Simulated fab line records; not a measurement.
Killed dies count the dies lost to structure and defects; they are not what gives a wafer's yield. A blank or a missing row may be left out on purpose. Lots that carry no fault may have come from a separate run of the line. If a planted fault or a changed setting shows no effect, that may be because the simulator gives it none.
Matching of chambers    flow n5_finfet    N5_BEOL_M7_PECVD_70 on pecvd-02 has 3 sister chambers
The step deposits SiO2 from TEOS/O2, target thk 20 nm, time 22.7 s. 18 wafers are shown with their chamber, then 9 later ones without.

## WAFERS PAIRED WITH THEIR CHAMBERS
wafer   chamber  heater_power_w (W)  throttle_valve_pct (%)  showerhead_plenum_p_Torr (Torr)
L077.2  2        809                 20.6                    8.75
L077.3  1        552                 21.2                    8.85
L077.4  0        831                 21.7                    8.79
L079.1  2        852                 20.9                    8.78
L079.4  1        474                 21.2                    8.85
L079.6  0        873                 22.0                    8.79
L081.2  1        504                 21.0                    8.81
L081.4  0        849                 21.8                    8.81
L081.6  1        502                 21.5                    8.84
L084.1  0        899                 21.9                    8.80
L084.2  2        849                 20.5                    8.80
L084.5  2        844                 20.9                    8.81
L085.4  2        813                 20.6                    8.78
L085.5  1        457                 21.1                    8.84
L085.6  0        837                 21.9                    8.81
L087.1  1        479                 21.5                    8.84
L087.2  0        889                 22.3                    8.82
L087.3  2        827                 20.8                    8.80

SIGNATURES, as means of the wafers listed above
reading                   chamber 0  chamber 1  chamber 2  scatter within a chamber
heater_power_w            863.00     494.67     832.33     27.4
throttle_valve_pct        21.933     21.250     20.717     0.196
showerhead_plenum_p_Torr  8.8033     8.8383     8.7867     0.0166
Rule: a wafer lies at a distance from a chamber equal to the root of the sum of squares, over the readings, of (its reading less the chamber's mean, divided by the reading's scatter). If the next closest chamber is less than 2 further off than the closest, the wafer can't be placed; otherwise it belongs to the closest. The scatter: the root of (the sum of the squares of (reading less its chamber's mean) over the shown wafers, divided by (wafers less chambers)).

## WAFERS WITH NO CHAMBER GIVEN
wafer   heater_power_w (W)  throttle_valve_pct (%)  showerhead_plenum_p_Torr (Torr)
L089.1  815                 20.8                    8.78
L089.3  771                 22.0                    8.81
L089.4  823                 20.8                    8.81
L092.2  860                 21.0                    8.79
L092.4  845                 21.1                    8.79
L092.6  891                 22.2                    8.80
L097.2  528                 21.2                    8.86
L097.4  823                 22.5                    8.78
L097.5  523                 21.1                    8.84

## WHICH CHAMBER EACH ONE RAN IN
wafer   from the rows above  in truth
L089.1  2                    2
L089.3  0                    0
L089.4  2                    2
L092.2  2                    2
L092.4  2                    2
L092.6  0                    0
L097.2  1                    1
L097.4  0                    0
L097.5  1                    1
9 of 9 placed correctly. Can't be placed from these rows: 0. Placed wrongly: 0.
